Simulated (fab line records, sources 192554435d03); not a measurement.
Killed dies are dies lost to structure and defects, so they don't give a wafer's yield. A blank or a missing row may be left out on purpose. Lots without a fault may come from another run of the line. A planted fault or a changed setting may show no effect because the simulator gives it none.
Split-lot experiment | flow n5_finfet | 7 lots, 39 wafers read, on a route of 1938 steps

THE SPLIT
At N5_BEOL_M10_DEP_56 (deposits SiCN from 3MS/NH3, target thk 15 nm, time 26.5 s), the setting target_thk_a was moved away from the recipe's 150 angstrom on 6 of the 39 wafers read, by -60.0% to -42.1%. The other wafers ran this setting at the recipe's value.

The reading is taken at the split's own step.

THE READING
SiCN_of_BEOL_M10_DEP_56.thk_nm (the simulator's own value, which no gauge read), in nm, at N5_BEOL_M10_DEP_56 (deposits SiCN from 3MS/NH3, target thk 15 nm, time 26.5 s). The file gives no usual value for it. The 33 wafers here that ran the recipe average 15.1 nm, standard deviation 0.2 nm.

wafer  | tool, chamber at the split | target_thk_a as run, angstrom | against the recipe | SiCN_of_BEOL_M10_DEP_56.thk_nm, nm | against lot-mates on the recipe
L074.3 | pecvd-04, 2                | 150                           | recipe             | 14.8                               | -
L074.5 | pecvd-04, 2                | 150                           | recipe             | 15                                 | -
L074.6 | pecvd-04, 0                | 150                           | recipe             | 15.2                               | -
L075.1 | pecvd-03, 1,0,2            | 150                           | recipe             | 15                                 | -
L075.2 | pecvd-03, 1,0,2            | 150                           | recipe             | 15                                 | -
L075.3 | pecvd-03, 1,0,2            | 150                           | recipe             | 15                                 | -
L075.4 | pecvd-03, 2,0              | 150                           | recipe             | 15.4                               | -
L075.5 | pecvd-03, 2,0              | 150                           | recipe             | 15.4                               | -
L075.6 | pecvd-03, 1                | 150                           | recipe             | 15.2                               | -
L081.1 | pecvd-04, 0                | 150                           | recipe             | 14.8                               | -
L081.2 | pecvd-04, 1                | 150                           | recipe             | 15                                 | -
L081.3 | pecvd-04, 2,0,1            | 86.89                         | -42.1%             | 8.8                                | -6.3
L081.4 | pecvd-04, 2,0,1            | 86.89                         | -42.1%             | 8.8                                | -6.3
L081.5 | pecvd-04, 2,0,1            | 86.89                         | -42.1%             | 8.8                                | -6.3
L081.6 | pecvd-04, 2                | 150                           | recipe             | 15.4                               | -
L080.1 | pecvd-03, 0,2              | 150                           | recipe             | 15                                 | -
L080.3 | pecvd-03, 0,2              | 150                           | recipe             | 15                                 | -
L080.2 | pecvd-03, 1                | 150                           | recipe             | 14.8                               | -
L080.4 | pecvd-03, 1,0              | 150                           | recipe             | 15.2                               | -
L080.6 | pecvd-03, 1,0              | 150                           | recipe             | 15.2                               | -
L080.5 | pecvd-03, 2                | 150                           | recipe             | 15.4                               | -
L088.1 | pecvd-01, 1,0              | 150                           | recipe             | 15.2                               | -
L088.4 | pecvd-01, 1,0              | 150                           | recipe             | 15.2                               | -
L088.2 | pecvd-01, 0                | 60.01                         | -60.0%             | 6.2                                | -9.1
L088.3 | pecvd-01, 2                | 60.01                         | -60.0%             | 6.4                                | -8.9
L088.5 | pecvd-01, 2                | 150                           | recipe             | 15.4                               | -
L088.6 | pecvd-01, 1                | 60.01                         | -60.0%             | 6                                  | -9.3
L093.1 | pecvd-03, 0,1,1            | 150                           | recipe             | 15                                 | -
L093.2 | pecvd-03, 0,1,1            | 150                           | recipe             | 15                                 | -
L093.5 | pecvd-03, 0,1,1            | 150                           | recipe             | 15                                 | -
L093.3 | pecvd-03, 2                | 150                           | recipe             | 14.8                               | -
L093.4 | pecvd-03, 0,2              | 150                           | recipe             | 15.2                               | -
L093.6 | pecvd-03, 0,2              | 150                           | recipe             | 15.2                               | -
L094.1 | pecvd-04, 2                | 150                           | recipe             | 14.6                               | -
L094.2 | pecvd-04, 1,1,2,0          | 150                           | recipe             | 15                                 | -
L094.4 | pecvd-04, 1,1,2,0          | 150                           | recipe             | 15                                 | -
L094.5 | pecvd-04, 1,1,2,0          | 150                           | recipe             | 15                                 | -
L094.6 | pecvd-04, 1,1,2,0          | 150                           | recipe             | 15                                 | -
L094.3 | pecvd-04, 0                | 150                           | recipe             | 14.8                               | -
Where a row lists several chambers, the file gives one row for several wafers and doesn't say which wafer went through which chamber.

THE FIT
A straight line over all 39 wafers: SiCN_of_BEOL_M10_DEP_56.thk_nm changes by +0.148 nm for each +1% of target_thk_a; r = +1.00; the points scatter about the line by 0.2 nm.
The same after taking each lot's own level away (the mean of its wafers on the recipe; 39 wafers): +0.15 nm for each +1%; r = +1.00; scatter 0.17 nm.
On that fit, the largest move of target_thk_a shifts the reading by 9 nm.
The lots' own levels span 14.90 to 15.27 nm, that is 1.8 times the standard deviation above.
So the lot-to-lot level changes the slope little: the two slopes agree.
Check: with one of the wafers moved furthest among these (-60.0%) left out of the fit, the line predicts -9.01 nm for it against its lot-mates. It came out at -9.07 nm against them.

OTHER SPLITS ON THESE WAFERS
These wafers also went through other splits before the reading. Each is held against what the fit with the lots' levels taken away leaves over:
other split on the same wafers | wafers away from the commonest value | r with SiCN_of_BEOL_M10_DEP_56.thk_nm (lot level and that fit taken away)
N5_BEOL_M6_ETCH_62 time_s      | 15                                   | -0.03
N5_BEOL_M9_CVD_78 target_thk_a | 12                                   | +0.10

THE FILE'S OWN FIT
SiCN_of_BEOL_M10_DEP_56.thk_nm changes by +0.15 nm for each +1% of target_thk_a, r = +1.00.
